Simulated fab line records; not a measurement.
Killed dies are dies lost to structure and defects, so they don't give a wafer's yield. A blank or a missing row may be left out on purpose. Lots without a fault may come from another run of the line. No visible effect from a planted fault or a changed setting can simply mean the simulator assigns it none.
Lot-split experiment    flow n5Finfet    7 lots, 39 wafers read, on a route of 1938 steps

== SPLIT DETAILS ==
At N5_ZERO_LAYER_PECVD_02 (deposits SiO2 from SiH4/N2O, target thk 10 nm, time 6 s), the setting timeS was moved away from the recipe's 6 s on 15 of the 39 wafers read, by -40.9% to +33.2%. This setting was run at the recipe's value on the other wafers.

The reading is taken at the split's own step.

== THE READING ==
SiO2_of_ZERO_LAYER_PECVD_02.thkNm (the simulator's own value, which no gauge read), in nm, at N5_ZERO_LAYER_PECVD_02 (deposits SiO2 from SiH4/N2O, target thk 10 nm, time 6 s). The file gives no usual value for it. The 24 wafers here that ran the recipe average 9.979 nm, standard deviation 0.2 nm.

wafer   tool, chamber at the split  timeS as run, s  against the recipe  SiO2_of_ZERO_LAYER_PECVD_02.thkNm, nm  against lot-mates on the recipe
L075.1  pecvd-02, 2                 6                recipe              9.99                                   -
L075.2  pecvd-02, 0                 6                recipe              9.71                                   -
L075.3  pecvd-02, 1                 6                recipe              9.716                                  -
L075.4  pecvd-02, 0                 6                recipe              9.711                                  -
L075.5  pecvd-02, 1                 6                recipe              9.889                                  -
L075.6  pecvd-02, 2                 6                recipe              10.01                                  -
L078.1  pecvd-02, 1                 7.993            +33.2%              13.16                                  +3.338
L078.2  pecvd-02, 0                 6                recipe              9.56                                   -
L078.3  pecvd-02, 1                 7.993            +33.2%              13.34                                  +3.518
L078.4  pecvd-02, 0                 6                recipe              9.896                                  -
L078.5  pecvd-02, 1                 6                recipe              10.01                                  -
L078.6  pecvd-02, 0                 7.993            +33.2%              13.14                                  +3.318
L086.1  pecvd-01, 1                 7.229            +20.5%              11.99                                  +1.790
L086.2  pecvd-01, 2                 7.229            +20.5%              12.1                                   +1.900
L086.3  pecvd-01, 0                 6                recipe              10.27                                  -
L086.4  pecvd-01, 2                 6                recipe              10.21                                  -
L086.5  pecvd-01, 0                 7.229            +20.5%              12.32                                  +2.120
L086.6  pecvd-01, 1                 6                recipe              10.12                                  -
L088.1  pecvd-01, 2                 6                recipe              9.923                                  -
L088.2  pecvd-01, 0                 3.796            -36.7%              6.294                                  -3.664
L088.3  pecvd-01, 1                 3.796            -36.7%              6.144                                  -3.814
L088.4  pecvd-01, 1                 6                recipe              10.07                                  -
L088.5  pecvd-01, 2                 6                recipe              9.88                                   -
L088.6  pecvd-01, 0                 3.796            -36.7%              6.572                                  -3.386
L089.1  pecvd-01, 2                 6                recipe              9.97                                   -
L089.2  pecvd-01, 1                 6                recipe              9.947                                  -
L089.3  pecvd-01, 0                 6                recipe              10.13                                  -
L089.4  pecvd-01, 0                 3.543            -40.9%              6.132                                  -3.884
L089.5  pecvd-01, 2                 3.543            -40.9%              6.113                                  -3.903
L089.6  pecvd-01, 1                 3.543            -40.9%              5.996                                  -4.020
L090.1  pecvd-01, 2                 6                recipe              9.664                                  -
L090.5  pecvd-01, 0                 6                recipe              10.24                                  -
L090.6  pecvd-01, 1                 6                recipe              9.993                                  -
L093.1  pecvd-01, 0                 6                recipe              10.25                                  -
L093.2  pecvd-01, 1                 6                recipe              10.06                                  -
L093.3  pecvd-01, 2                 7.661            +27.7%              12.94                                  +2.747
L093.4  pecvd-01, 2                 6                recipe              10.27                                  -
L093.5  pecvd-01, 0                 7.661            +27.7%              13.26                                  +3.067
L093.6  pecvd-01, 1                 7.661            +27.7%              13                                     +2.807

FIT RESULTS
A straight line over all 39 wafers: SiO2_of_ZERO_LAYER_PECVD_02.thkNm changes by +0.0998 nm for each +1% of timeS; r = +1.00; the points scatter about the line by 0.21 nm.
The same after taking each lot's own level away (the mean of its wafers on the recipe; 39 wafers): +0.0989 nm for each +1%; r = +1.00; scatter 0.15 nm.
Per that fit: largest timeS move, reading shift of 4.1 nm.
The span of the lots' own levels, 9.8220 to 10.2000 nm, comes to 1.9 times the standard deviation stated above.
Hence the lot-to-lot level has little effect on the slope; both slopes agree.
Check: for one of the wafers moved furthest among these (-40.9%), held out of the fit, the line's prediction against its lot-mates is -4.05 nm. Against them it came out at -3.88 nm.

== THE FILE'S OWN FIT ==
SiO2_of_ZERO_LAYER_PECVD_02.thkNm changes by +0.0989 nm for each +1% of timeS, r = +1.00.
